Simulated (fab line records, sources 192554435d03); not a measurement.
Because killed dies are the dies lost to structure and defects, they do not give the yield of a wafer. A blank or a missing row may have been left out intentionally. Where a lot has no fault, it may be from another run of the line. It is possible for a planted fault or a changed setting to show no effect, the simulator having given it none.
Which tool did it? :: flow n5_finfet :: 66 wafers from 22 lots sampled at 2 of the route's 1938 steps

## WHAT THE GAUGES READ, wafer by wafer
N5_STI_FIN_REVEAL_THK_MEAS_05.
lot: L074
measured: day 2 10:20
on: film_metro-01
thk_nm (nm): 131.6 131.5 133.9

lot: L075
measured: day 2 15:35
on: film_metro-02
thk_nm (nm): 131.6 131.5 132.5

lot: L076
measured: day 2 21:11
on: film_metro-02
thk_nm (nm): 129.3 129.5 130.1

lot: L077
measured: day 3 04:24
on: film_metro-02
thk_nm (nm): 132.2 133.6 131.6

lot: L078
measured: day 3 09:10
on: film_metro-02
thk_nm (nm): 131.9 132.5 132.4

lot: L079
measured: day 3 14:34
on: film_metro-02
thk_nm (nm): 133.3 134.1 136.2

lot: L080
measured: day 3 20:40
on: film_metro-01
thk_nm (nm): 131.9 132.0 132.1

lot: L082
measured: day 4 09:49
on: film_metro-02
thk_nm (nm): 131.5 132.0 132.1

lot: L083
measured: day 4 15:25
on: film_metro-01
thk_nm (nm): 133.2 133.7 132.7

lot: L084
measured: day 4 23:31
on: film_metro-01
thk_nm (nm): 130.6 131.9 130.5

lot: L085
measured: day 5 03:45
on: film_metro-01
thk_nm (nm): 131.6 132.1 132.0

lot: L086
measured: day 5 12:36
on: film_metro-01
thk_nm (nm): 133.8 132.9 131.6

lot: L087
measured: day 5 16:06
on: film_metro-02
thk_nm (nm): 132.3 131.9 132.3

lot: L088
measured: day 5 21:13
on: film_metro-01
thk_nm (nm): 134.4 133.0 131.2

lot: L090
measured: day 6 10:28
on: film_metro-01
thk_nm (nm): 130.6 131.8 130.7

lot: L091
measured: day 6 15:35
on: film_metro-02
thk_nm (nm): 131.6 131.7 132.1

lot: L092
measured: day 6 20:59
on: film_metro-01
thk_nm (nm): 131.0 131.3 130.8

lot: L093
measured: day 7 04:12
on: film_metro-02
thk_nm (nm): 132.2 132.8 132.7

lot: L094
measured: day 7 09:02
on: film_metro-02
thk_nm (nm): 130.3 131.9 132.9

lot: L095
measured: day 7 16:01
on: film_metro-02
thk_nm (nm): 132.2 131.9 132.2

lot: L096
measured: day 7 23:49
on: film_metro-02
thk_nm (nm): 133.3 131.5 134.1

lot: L097
measured: day 8 03:26
on: film_metro-02
thk_nm (nm): 131.5 131.7 131.2

## TOOL THAT RAN EACH LOT (tool first, then ch and the chambers of the sampled wafers, then the start)
lot: L074
N5_FIN_CUT_DESCUM_13: rie_diel-06 ch 0,1, day 2 03:50

lot: L075
N5_FIN_CUT_DESCUM_13: rie_diel-01 ch 0,2,3, day 2 09:14

lot: L076
N5_FIN_CUT_DESCUM_13: rie_diel-02 ch 0,1,2, day 2 14:18

lot: L077
N5_FIN_CUT_DESCUM_13: rie_diel-02 ch 1,2,3, day 2 21:14

lot: L078
N5_FIN_CUT_DESCUM_13: rie_diel-02 ch 1,2,3, day 3 02:14

lot: L079
N5_FIN_CUT_DESCUM_13: rie_diel-06 ch 0,1,3, day 3 08:14

lot: L080
N5_FIN_CUT_DESCUM_13: rie_diel-02 ch 1,2,3, day 3 14:18

lot: L082
N5_FIN_CUT_DESCUM_13: rie_diel-06 ch 1,2,3, day 4 03:20

lot: L083
N5_FIN_CUT_DESCUM_13: rie_diel-01 ch 2,3, day 4 09:05

lot: L084
N5_FIN_CUT_DESCUM_13: rie_diel-01 ch 1,2,3, day 4 16:20

lot: L085
N5_FIN_CUT_DESCUM_13: rie_diel-02 ch 0,1,3, day 4 20:54

lot: L086
N5_FIN_CUT_DESCUM_13: rie_diel-01 ch 0,2,3, day 5 05:20

lot: L087
N5_FIN_CUT_DESCUM_13: rie_diel-01 ch 0,1,2, day 5 09:46

lot: L088
N5_FIN_CUT_DESCUM_13: rie_diel-02 ch 1,2,3, day 5 14:53

lot: L090
N5_FIN_CUT_DESCUM_13: rie_diel-01 ch 0,1,3, day 6 03:47

lot: L091
N5_FIN_CUT_DESCUM_13: rie_diel-06 ch 1,2, day 6 09:16

lot: L092
N5_FIN_CUT_DESCUM_13: rie_diel-06 ch 1,2,3, day 6 14:35

lot: L093
N5_FIN_CUT_DESCUM_13: rie_diel-06 ch 2,3, day 6 21:14

lot: L094
N5_FIN_CUT_DESCUM_13: rie_diel-01 ch 1,2,3, day 7 02:40

lot: L095
N5_FIN_CUT_DESCUM_13: rie_diel-02 ch 0,1,2, day 7 09:30

lot: L096
N5_FIN_CUT_DESCUM_13: rie_diel-06 ch 1,2,3, day 7 16:04

lot: L097
N5_FIN_CUT_DESCUM_13: rie_diel-06 ch 1,3, day 7 21:04
- N5_FIN_CUT_DESCUM_13: chemistry O2, time 7 s.

## AS READ BY THE TOOLS THEMSELVES (means over the sampled wafers that have a number; for cases with no such wafer, the mark the record gives instead)
N5_FIN_CUT_DESCUM_13.
lot: L074
tool: rie_diel-06
drypump_motor_current_A (A): 5.3
oes_product_au (a.u.): 0.78
rf_fwd_power_W (W): 49.30
rf_vpp_V (V): 242.2
showerhead_plenum_p_Torr (Torr): 2.08
throttle_valve_pct (%): 20.53

lot: L075
tool: rie_diel-01
drypump_motor_current_A (A): 5.8
oes_product_au (a.u.): 0.78
rf_fwd_power_W (W): 49.29
rf_vpp_V (V): 243.1
showerhead_plenum_p_Torr (Torr): 2.04
throttle_valve_pct (%): 20.25

lot: L076
tool: rie_diel-02
drypump_motor_current_A (A): 5.5
oes_product_au (a.u.): 0.85
rf_fwd_power_W (W): 49.57
rf_vpp_V (V): 243.1
showerhead_plenum_p_Torr (Torr): 2.09
throttle_valve_pct (%): 20.14

lot: L077
tool: rie_diel-02
drypump_motor_current_A (A): 5.7
oes_product_au (a.u.): 0.81
rf_fwd_power_W (W): 49.60
rf_vpp_V (V): 242.9
showerhead_plenum_p_Torr (Torr): 2.05
throttle_valve_pct (%): 20.22

lot: L078
tool: rie_diel-02
drypump_motor_current_A (A): 5.7
oes_product_au (a.u.): 0.80
rf_fwd_power_W (W): 49.51
rf_vpp_V (V): 242.3
showerhead_plenum_p_Torr (Torr): 2.04
throttle_valve_pct (%): 20.22

lot: L079
tool: rie_diel-06
drypump_motor_current_A (A): 5.3
oes_product_au (a.u.): 0.76
rf_fwd_power_W (W): 49.39
rf_vpp_V (V): 241.7
showerhead_plenum_p_Torr (Torr): 2.03
throttle_valve_pct (%): 20.44

lot: L080
tool: rie_diel-02
drypump_motor_current_A (A): 5.8
oes_product_au (a.u.): 0.80
rf_fwd_power_W (W): 49.47
rf_vpp_V (V): 242.9
showerhead_plenum_p_Torr (Torr): 2.04
throttle_valve_pct (%): 20.25

lot: L082
tool: rie_diel-06
drypump_motor_current_A (A): 5.2
oes_product_au (a.u.): 0.76
rf_fwd_power_W (W): 49.21
rf_vpp_V (V): 242.4
showerhead_plenum_p_Torr (Torr): 2.01
throttle_valve_pct (%): 20.33

lot: L083
tool: rie_diel-01
drypump_motor_current_A (A): 5.9
oes_product_au (a.u.): 0.73
rf_fwd_power_W (W): 49.56
rf_vpp_V (V): 243.1
showerhead_plenum_p_Torr (Torr): 2.08
throttle_valve_pct (%): 20.35

lot: L084
tool: rie_diel-01
drypump_motor_current_A (A): 5.6
oes_product_au (a.u.): 0.74
rf_fwd_power_W (W): 49.30
rf_vpp_V (V): 243.3
showerhead_plenum_p_Torr (Torr): 2.11
throttle_valve_pct (%): 20.42

lot: L085
tool: rie_diel-02
drypump_motor_current_A (A): 5.8
oes_product_au (a.u.): 0.84
rf_fwd_power_W (W): 49.49
rf_vpp_V (V): 242.0
showerhead_plenum_p_Torr (Torr): 2.12
throttle_valve_pct (%): 20.21

lot: L086
tool: rie_diel-01
drypump_motor_current_A (A): 5.8
oes_product_au (a.u.): 0.75
rf_fwd_power_W (W): 49.26
rf_vpp_V (V): 241.9
showerhead_plenum_p_Torr (Torr): 2.04
throttle_valve_pct (%): 20.28

lot: L087
tool: rie_diel-01
drypump_motor_current_A (A): 5.5
oes_product_au (a.u.): 0.77
rf_fwd_power_W (W): 49.00
rf_vpp_V (V): 242.4
showerhead_plenum_p_Torr (Torr): 2.07
throttle_valve_pct (%): 20.35

lot: L088
tool: rie_diel-02
drypump_motor_current_A (A): 5.7
oes_product_au (a.u.): 0.78
rf_fwd_power_W (W): 49.62
rf_vpp_V (V): 242.5
showerhead_plenum_p_Torr (Torr): 2.04
throttle_valve_pct (%): 20.27

lot: L090
tool: rie_diel-01
drypump_motor_current_A (A): 5.3
oes_product_au (a.u.): 0.74
rf_fwd_power_W (W): 49.23
rf_vpp_V (V): 241.7
showerhead_plenum_p_Torr (Torr): 2.06
throttle_valve_pct (%): 20.39

lot: L091
tool: rie_diel-06
drypump_motor_current_A (A): 4.9
oes_product_au (a.u.): 0.77
rf_fwd_power_W (W): 49.12
rf_vpp_V (V): 241.7
showerhead_plenum_p_Torr (Torr): 2.01
throttle_valve_pct (%): 20.38

lot: L092
tool: rie_diel-06
drypump_motor_current_A (A): 5.2
oes_product_au (a.u.): 0.73
rf_fwd_power_W (W): 49.18
rf_vpp_V (V): 242.0
showerhead_plenum_p_Torr (Torr): 2.00
throttle_valve_pct (%): 20.35

lot: L093
tool: rie_diel-06
drypump_motor_current_A (A): 5.2
oes_product_au (a.u.): 0.72
rf_fwd_power_W (W): 49.12
rf_vpp_V (V): 241.4
showerhead_plenum_p_Torr (Torr): 2.00
throttle_valve_pct (%): 20.32

lot: L094
tool: rie_diel-01
drypump_motor_current_A (A): 5.6
oes_product_au (a.u.): 0.71
rf_fwd_power_W (W): 49.26
rf_vpp_V (V): 243.7
showerhead_plenum_p_Torr (Torr): 2.11
throttle_valve_pct (%): 20.44

lot: L095
tool: rie_diel-02
drypump_motor_current_A (A): 5.5
oes_product_au (a.u.): 0.81
rf_fwd_power_W (W): 49.45
rf_vpp_V (V): 242.0
showerhead_plenum_p_Torr (Torr): 2.08
throttle_valve_pct (%): 20.20

lot: L096
tool: rie_diel-06
drypump_motor_current_A (A): 5.2
oes_product_au (a.u.): 0.73
rf_fwd_power_W (W): 49.20
rf_vpp_V (V): 241.8
showerhead_plenum_p_Torr (Torr): 2.00
throttle_valve_pct (%): 20.37

lot: L097
tool: rie_diel-06
drypump_motor_current_A (A): 5.2
oes_product_au (a.u.): 0.74
rf_fwd_power_W (W): 49.23
rf_vpp_V (V): 241.8
showerhead_plenum_p_Torr (Torr): 2.00
throttle_valve_pct (%): 20.41

## THE ANSWER, worked out from the rows above alone
Rule: the usual values come from the lots themselves. Put in order of their means at a reading, lots are off if they are a third of the lots or fewer, leave a main group of 4 or more, and stand apart from it by a gap of 3 or more times the standard deviation of the main group's means; of several such gaps the widest counts. A main group is skipped when, at the precision printed for the reading in the tables above, its means are all equal. A lot without any number at a reading at which 4 lots or more have one is off too. The other lots that the step has rows for count as sound. After the gauges, taken in route order, come the tools' own readings; for these a lot's mean is taken, as printed above. The first step at which some lot is off is used, and at that step the reading that is off furthest; a lot without a number counts as furthest.
Nothing can be told from this: no lot is off at any reading shown.

## WHAT WAS PUT IN BY THE SIMULATOR
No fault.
